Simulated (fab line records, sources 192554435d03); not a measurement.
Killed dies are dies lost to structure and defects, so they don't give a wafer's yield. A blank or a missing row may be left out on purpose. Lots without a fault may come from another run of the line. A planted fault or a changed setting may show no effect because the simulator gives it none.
Chamber matching | flow n5_finfet | N5_BEOL_M2_ETCH_70 on rie_diel-02: 4 sister chambers
The step etches SOC in N2/H2, target depth 80 nm, overetch 24 nm, time 130 s. 4 wafers are shown with their chamber, then 11 later ones without.

WAFERS WITH THEIR CHAMBER
wafer  | chamber | drypump_motor_current_A (A)
L084.1 | 2       | 5.6
L085.4 | 3       | 6.6
L085.5 | 0       | 6.1
L088.1 | 1       | 5.9

WAFERS WITHOUT THEIR CHAMBER
wafer  | drypump_motor_current_A (A)
L088.2 | 6.6
L088.3 | 6.1
L091.3 | 5.6
L091.4 | 5.9
L091.6 | 5.6
L093.1 | 6.0
L093.4 | 6.5
L093.6 | 5.6
L095.3 | 5.6
L095.5 | 6.0
L095.6 | 6.1

WHICH CHAMBER EACH WENT THROUGH
wafer  | from the rows above     | in truth
L088.2 | 3                       | 3
L088.3 | 0                       | 0
L091.3 | 2                       | 2
L091.4 | 1                       | 1
L091.6 | 2                       | 2
L093.1 | can't be placed: 0 or 1 | 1
L093.4 | 3                       | 3
L093.6 | 2                       | 2
L095.3 | 2                       | 2
L095.5 | can't be placed: 0 or 1 | 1
L095.6 | 0                       | 0
Placed correctly: 9 of 11. Can't be placed from these rows: 2 (the true chamber is among the candidates in 2). Placed wrongly: 0.
How it was worked out, from the rows above alone: a wafer's distance from a chamber is the root of the sum, over the readings, of the square of ((its reading less the chamber's mean) divided by the reading's scatter). The wafer belongs to the nearest chamber; if the next one is less than 2 further off, it can't be placed. A chamber's mean is the mean of its shown wafers. The scatter: with one shown wafer a chamber, the root of the mean of the squares of how far each hidden wafer lies from its nearest shown one.
